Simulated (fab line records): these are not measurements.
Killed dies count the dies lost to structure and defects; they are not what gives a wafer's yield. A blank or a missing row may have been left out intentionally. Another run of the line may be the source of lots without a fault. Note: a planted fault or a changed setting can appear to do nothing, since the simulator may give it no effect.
Split-lot study | flow n5-finfet | 39 wafers read across 7 lots, on a route 1938 steps long

## ON THE SPLIT
At N5_MOL_CONTACT_COAG_ETCH_124 (etches SiNx in CH3F/O2, stops on SiOC, target depth 6.5 nm), the setting bias-w was moved away from the recipe's 73 W on 12 of the 39 wafers read, by -15.8% to -7.9%. The other wafers ran this setting at the recipe's value.

Reading taken at the split's own step.

## THE READING
rf-vpp-V, in V, at N5_MOL_CONTACT_COAG_ETCH_124 (etches SiNx in CH3F/O2, stops on SiOC, target depth 6.5 nm). Typical for fault-free wafers on this fab line: 294 V, with standard deviation 5.1 V.

wafer  | tool, chamber at the split | bias-w as run, W | against the recipe | rf-vpp-V, V | against lot-mates on the recipe
L076.1 | rie-diel-06, 1             | 63.47            | -13.1%             | 272         | -17
L076.2 | rie-diel-06, 3             | 73               | recipe             | 291         | -
L076.3 | rie-diel-06, 0             | 73               | recipe             | 287         | -
L076.4 | rie-diel-06, 2             | 73               | recipe             | 289         | -
L076.5 | rie-diel-06, 3             | 63.47            | -13.1%             | 260         | -29
L076.6 | rie-diel-06, 2             | 63.47            | -13.1%             | 258         | -31
L082.1 | rie-diel-04, 2             | 73               | recipe             | 293         | -
L082.2 | rie-diel-04, 3             | 73               | recipe             | 297         | -
L082.3 | rie-diel-04, 0             | 73               | recipe             | 298         | -
L082.4 | rie-diel-04, 1             | 73               | recipe             | 297         | -
L082.5 | rie-diel-04, 1             | 73               | recipe             | 299         | -
L082.6 | rie-diel-04, 2             | 73               | recipe             | 292         | -
L086.1 | rie-diel-04, 0             | 73               | recipe             | 297         | -
L086.2 | rie-diel-04, 1             | 73               | recipe             | 297         | -
L086.3 | rie-diel-04, 3             | 73               | recipe             | 298         | -
L086.4 | rie-diel-04, 2             | 73               | recipe             | 292         | -
L086.5 | rie-diel-04, 0             | 73               | recipe             | 297         | -
L086.6 | rie-diel-04, 3             | 73               | recipe             | 297         | -
L087.1 | rie-diel-04, 2             | 73               | recipe             | 292         | -
L087.2 | rie-diel-04, 0             | 61.48            | -15.8%             | 258         | -37
L087.3 | rie-diel-04, 3             | 61.48            | -15.8%             | 260         | -35
L087.4 | rie-diel-04, 1             | 73               | recipe             | 296         | -
L087.5 | rie-diel-04, 0             | 73               | recipe             | 296         | -
L087.6 | rie-diel-04, 3             | 61.48            | -15.8%             | 259         | -36
L088.2 | rie-diel-06, 3             | 73               | recipe             | 296         | -
L088.3 | rie-diel-06, 0             | 73               | recipe             | 286         | -
L088.4 | rie-diel-06, 1             | 73               | recipe             | 305         | -
L092.1 | rie-diel-05, 2             | 73               | recipe             | 296         | -
L092.2 | rie-diel-05, 1             | 73               | recipe             | 292         | -
L092.3 | rie-diel-05, 0             | 66.03            | -9.5%              | 275         | -20
L092.4 | rie-diel-05, 3             | 66.03            | -9.5%              | 265         | -30
L092.5 | rie-diel-05, 3             | 66.03            | -9.5%              | 266         | -29
L092.6 | rie-diel-05, 0             | 73               | recipe             | 296         | -
L095.1 | rie-diel-06, 3             | 73               | recipe             | 296         | -
L095.2 | rie-diel-06, 1             | 73               | recipe             | 306         | -
L095.3 | rie-diel-06, 0             | 67.23            | -7.9%              | 267         | -30
L095.4 | rie-diel-06, 2             | 67.23            | -7.9%              | 271         | -26
L095.5 | rie-diel-06, 1             | 67.23            | -7.9%              | 285         | -12
L095.6 | rie-diel-06, 2             | 73               | recipe             | 289         | -

FIT RESULTS
A straight line over all 39 wafers: rf-vpp-V changes by +2.43 V for each +1% of bias-w; r = +0.94; the points scatter about the line by 5.1 V.
The same after taking each lot's own level away (the mean of its wafers on the recipe; 39 wafers): +2.29 V for each +1%; r = +0.93; scatter 5 V.
On that fit, the largest move of bias-w shifts the reading by 36 V.
Measured against the standard deviation above, the lots' own levels, which go from 289.0 to 297.0 V, span 1.6 times it.
Hence the lot-to-lot level has little effect on the slope; both slopes agree.
Check: -36.4 V against its lot-mates is what the line predicts for one of the wafers moved furthest among these (-15.8%) when that wafer is left out of the fit. Against them it came out at -36.7 V.
Tool readings at the split's step, against how far the setting was moved: rf-vpp-V r = +0.94.

## ADDITIONAL SPLITS CARRIED BY THESE WAFERS
Other splits were also applied to these wafers ahead of the reading. Each is held against what the fit with the lots' levels taken away leaves over:
other split on the same wafers             | wafers away from the commonest value | r with rf-vpp-V (lot level and that fit taken away)
N5_WELL_APT_IMPLANT_14 energy-kev          | 15                                   | +0.21
N5_FIN_SAQP_MANDREL_ETCH_22 target-depth-a | 15                                   | +0.22
N5_FIN_CUT_ETCH_21 time-s                  | 15                                   | +0.07
N5_DUMMY_GATE_ETCH_31 target-depth-a       | 15                                   | -0.07
N5_DUMMY_GATE_ETCH_42 bias-w               | 15                                   | -0.01
N5_HKMG_FIN_ETCH_58 source-w               | 12                                   | -0.05

## THE FILE'S OWN FIT
rf-vpp-V changes by +2.3 V for each +1% of bias-w, r = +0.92.
